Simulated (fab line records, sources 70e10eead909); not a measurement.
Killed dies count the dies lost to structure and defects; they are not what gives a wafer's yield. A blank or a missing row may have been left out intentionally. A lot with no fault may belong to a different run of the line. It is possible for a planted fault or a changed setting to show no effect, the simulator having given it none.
Matching of chambers :: flow nand_harc :: NHARC_P_M0_CMP_23 on cmp-01 has 4 sister chambers
The step polishes, t overpolish 20 s, target thk 117.54 nm. 4 wafers are shown with their chamber, then 10 later ones without.

EACH WAFER AND ITS CHAMBER
wafer: L081.5
chamber: 1
motor_current_A (A): 14.2

wafer: L084.2
chamber: 2
motor_current_A (A): 12.1

wafer: L092.2
chamber: 0
motor_current_A (A): 11.7

wafer: L092.5
chamber: 3
motor_current_A (A): 11.5

WAFERS WHOSE CHAMBER IS MISSING
wafer: L092.6
motor_current_A (A): 12.0

wafer: L093.4
motor_current_A (A): 11.4

wafer: L093.5
motor_current_A (A): 12.0

wafer: L093.6
motor_current_A (A): 11.7

wafer: L095.1
motor_current_A (A): 13.9

wafer: L095.2
motor_current_A (A): 12.5

wafer: L095.5
motor_current_A (A): 11.5

wafer: L096.1
motor_current_A (A): 11.1

wafer: L096.2
motor_current_A (A): 13.4

wafer: L096.3
motor_current_A (A): 12.6

WHICH CHAMBER EACH ONE RAN IN
wafer: L092.6
from the rows above: can't be placed: 2 or 0 or 3
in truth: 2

wafer: L093.4
from the rows above: can't be placed: 3 or 0 or 2
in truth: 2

wafer: L093.5
from the rows above: can't be placed: 2 or 0 or 3
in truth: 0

wafer: L093.6
from the rows above: can't be placed: 0 or 3 or 2
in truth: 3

wafer: L095.1
from the rows above: 1
in truth: 1

wafer: L095.2
from the rows above: can't be placed: 2 or 0 or 3
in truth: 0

wafer: L095.5
from the rows above: can't be placed: 3 or 0 or 2
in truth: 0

wafer: L096.1
from the rows above: can't be placed: 3 or 0 or 2
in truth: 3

wafer: L096.2
from the rows above: can't be placed: 1 or 2
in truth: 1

wafer: L096.3
from the rows above: can't be placed: 2 or 0 or 3
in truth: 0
Correctly placed: 1 of 10. Can't be placed from these rows: 9 (the true chamber is among the candidates in 9). Number placed wrongly: 0.
How it was worked out, from the rows above alone: a wafer's distance from a chamber is the root of the sum, over the readings, of the square of ((its reading less the chamber's mean) divided by the reading's scatter). If the next closest chamber is less than 2 further off than the closest, the wafer can't be placed; otherwise it belongs to the closest. For every chamber, the mean is computed from those of its wafers that are shown. The scatter: root of mean squared gap, hidden wafer to nearest shown wafer, with one shown wafer a chamber.
